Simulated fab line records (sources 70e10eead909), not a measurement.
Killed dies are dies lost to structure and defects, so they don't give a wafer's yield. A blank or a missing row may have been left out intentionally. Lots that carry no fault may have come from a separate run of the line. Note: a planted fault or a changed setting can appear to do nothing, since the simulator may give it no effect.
A struck lot beside a sound one -- flow nand harc -- 41 out of 1302 route steps
Sound: these wafers, L657.2, L657.4, L657.6. Wafers L678.1, L678.3, L678.5 were the ones struck. Last of all comes the cause.
Each step with rows lists, per side, the tool, then ch with its chambers, then its first start. Under that, the readings that differ: sound wafers -- struck wafers -- difference of the means -- sigmas: that difference in standard deviations of wafers without a fault.
alike: readings with means less than 2 such deviations apart, plus words and numbers identical on both sides. not compared: withheld readings, readings lacking a value on some wafer, bounds such as >300 that could conceal the same value, and numbers that have no deviation in the record and whose values overlap.
The two part at a step that has a row with sigmas, a row that says differs or no value, or rows on one side only. Numbers that don't overlap but have no deviation are shown without sigmas and don't part them. A reading that every wafer of one side lacks parts them only if that side has two wafers or more.

NHARC_A_CHANNEL_FILL_D2_ALD_02: deposits SiO2, target thk 6 nm, pulse time 10 s, ald cycles 60.
  sound on ald hk-01 ch 0,3, day 13 09:37; struck on ald hk-01 ch 0,1, day 22 12:02
  alike: heater power w, precursor pulse height rel
then, 2 steps without rows for these wafers: NHARC_A_CHANNEL_FILL_D2_ALD_03 (deposits SiNx, target thk 6 nm, pulse time 60 s, ald cycles 58); NHARC_A_CHANNEL_FILL_D2_ALD_14 (deposits SiO2, target thk 2.5 nm, pulse time 10 s, ald cycles 25).
NHARC_A_CHANNEL_FILL_D2_ALD_15: deposits SiNx, target thk 2 nm, pulse time 60 s, ald cycles 19.
  sound: ald sin batch-01 ch 0; struck: ald sin batch-02 ch 0
  alike: chamber pressure Torr, precursor pulse height rel
then, 5 steps without rows for these wafers: NHARC_A_CHANNEL_FILL_D2_ALD_16 (deposits SiO2, target thk 1.5 nm, pulse time 10 s, ald cycles 15); NHARC_A_CHANNEL_FILL_D2_ANNEAL_17 (time 1800 s); NHARC_A_CHANNEL_FILL_D2_CVD_18 (deposits poly-Si, target thk 3 nm); NHARC_A_CHANNEL_FILL_D2_ETCHBACK_19 (etches the open film in HBr/Cl2, target depth 5 nm, time 1.7 s); NHARC_A_CHANNEL_FILL_D2_ETCHBACK_20 (etches the open film in C4F8/O2/Ar, target depth 27 nm, time 13.5 s).
NHARC_A_CHANNEL_FILL_D2_STRIP_28: strips in O2, time 20 s.
  sound on rie diel-04 ch 0,1, day 14 10:01; struck on rie diel-04 ch 1,2,3, day 23 13:28
  alike: drypump motor current A, oes product au, rf vpp V, showerhead plenum p Torr, throttle valve pct
  not compared: rf hours counter h
then, 2 steps without rows for these wafers: NHARC_A_CHANNEL_FILL_D2_PRECLEAN_21 (cleans in dHF, time 30 s); NHARC_A_CHANNEL_FILL_D2_SRD_23.
NHARC_A_CHANNEL_FILL_D2_CVD_05: deposits poly-Si, target thk 5 nm.
  sound on lpcvd poly-01 ch 0, day 14 12:25; struck on lpcvd poly-01 ch 0, day 23 16:23
  alike: spike tc top C
then, 1 step without rows for these wafers: NHARC_A_CHANNEL_FILL_D2_ANNEAL_22 (time 7200 s).
NHARC_A_CHANNEL_FILL_D2_THK_MEAS_06: measures by ellipsometry.
  sound: film metro-02 at day 14 21:45; struck: film metro-01 at day 24 01:13
  alike: thk nm
then, 9 steps without rows for these wafers: NHARC_A_CHANNEL_FILL_D2_ALD_25 (deposits SiOx, target thk 60 nm, pulse time 10 s, ald cycles 600); NHARC_A_CHANNEL_FILL_D2_ETCHBACK_08 (etches the open film in C4F8, target depth 220 nm, time 110 s); NHARC_A_CHANNEL_FILL_D2_STRIP_29 (strips in O2, time 20 s); NHARC_A_CHANNEL_FILL_D2_PRECLEAN_30 (cleans in dHF, time 30 s); NHARC_A_CHANNEL_FILL_D2_SRD_31; NHARC_A_CHANNEL_FILL_D2_CVD_09 (deposits poly-Si, target thk 150 nm, time 3000 s); NHARC_A_CHANNEL_FILL_D2_CMP_10 (polishes, target thk 150 nm); NHARC_A_CHANNEL_FILL_D2_SRD_12; NHARC_A_CHANNEL_FILL_D2_RTA_24 (time 5 s).
NHARC_A_CHANNEL_FILL_D2_INSPECT_13:
  sound: defect inspect-02 at day 15 09:42; struck: defect inspect-01 at day 24 13:18
  alike: raw defect count
NHARC_A_STAIRCASE_DEP_156: deposits SiNx, target thk 50 nm.
  sound on pecvd-01 ch 0,1,2, day 15 09:46; struck on pecvd-04 ch 1,2, day 24 13:24
  alike: heater power w, rf fwd power W
then, 12 steps without rows for these wafers: NHARC_A_STAIRCASE_DEHYDRATE_158 (time 120 s); NHARC_A_STAIRCASE_HMDS_159 (time 30 s); NHARC_A_STAIRCASE_COAT_160; NHARC_A_STAIRCASE_SOFTBAKE_161 (time 170 s); NHARC_A_STAIRCASE_EBR_162; NHARC_A_STAIRCASE_EXPOSE_163 (exposes mask STAIR OPEN); NHARC_A_STAIRCASE_PEB_164 (peb time 130 s); NHARC_A_STAIRCASE_DEVELOP_165 (time 140 s); NHARC_A_STAIRCASE_HARDBAKE_167 (time 140 s); NHARC_A_STAIRCASE_DESCUM_168 (chemistry O2, time 3 s); NHARC_A_STAIRCASE_ETCH_169 (etches the open film in CH3F/O2, target depth 50 nm, time 107.1 s); NHARC_A_STAIRCASE_ETCH_170 (etches the open film in C4F6/O2, target depth 200 nm, time 66.667 s).
NHARC_A_STAIRCASE_STRIP_171: strips in O2.
  sound on plasma asher-02 ch 0,1, day 15 11:07; struck on plasma asher-01 ch 0,1, day 24 14:43
  alike: drypump motor current A, heater power w, temp c
  not compared: rf hours counter h
-- jump in the record: it breaks off in module A_STAIRCASE and resumes in module END (first step shown: number 1301 of the route), and 9 days separate the struck wafers' starts before and after --
NHARC_END_WLT_00:
  sound: prober-01 at day 25 01:36; struck: prober-02 at day 33 04:52
reading,sound,struck,difference,sigmas
VT_DECK2_BOTTOM,0.869 0.863 0.863,0.942 0.944 0.944,+0.078,+11
VT_DECK2_BOTTOM_INNER,0.870 0.866 0.862,0.942 0.952 0.961,+0.086,+12
VT_DECK2_MEDIAN_NEAR_BOTTOM,0.876 0.859 0.858,0.946 0.946 0.959,+0.086,+11
VT_DECK2_MEDIAN_NEAR_BOTTOM_INNER,0.867 0.863 0.855,0.943 0.947 0.957,+0.087,+12
VT_DECK2_MIDDLE,0.886 0.878 0.882,0.964 0.958 0.973,+0.083,+12
VT_DECK2_MIDDLE_INNER,0.883 0.882 0.880,0.958 0.969 0.964,+0.082,+11
VT_DECK2_TOP,0.903 0.893 0.894,0.986 0.987 0.985,+0.089,+12
VT_DECK2_TOP_INNER,0.894 0.902 0.893,0.990 0.982 0.976,+0.086,+12
  alike: VT_DECK1_BOTTOM, VT_DECK1_BOTTOM_INNER, VT_DECK1_MEDIAN_NEAR_BOTTOM, VT_DECK1_MEDIAN_NEAR_BOTTOM_INNER, VT_DECK1_MIDDLE, VT_DECK1_MIDDLE_INNER, VT_DECK1_TOP, VT_DECK1_TOP_INNER
NHARC_END_SORT_01:
  sound on prober-01 ch 0, day 25 04:54; struck on prober-02 ch 0, day 33 07:52
  alike: killed at array, killed at other, killed at periphery, killed dies, killed open, killed short

== WHERE THEY PART ==
Only at NHARC_END_WLT_00, as far as this record shows. Later steps at which nothing parts them and some readings are alike: NHARC_END_SORT_01.

WHY: what the simulator had put in
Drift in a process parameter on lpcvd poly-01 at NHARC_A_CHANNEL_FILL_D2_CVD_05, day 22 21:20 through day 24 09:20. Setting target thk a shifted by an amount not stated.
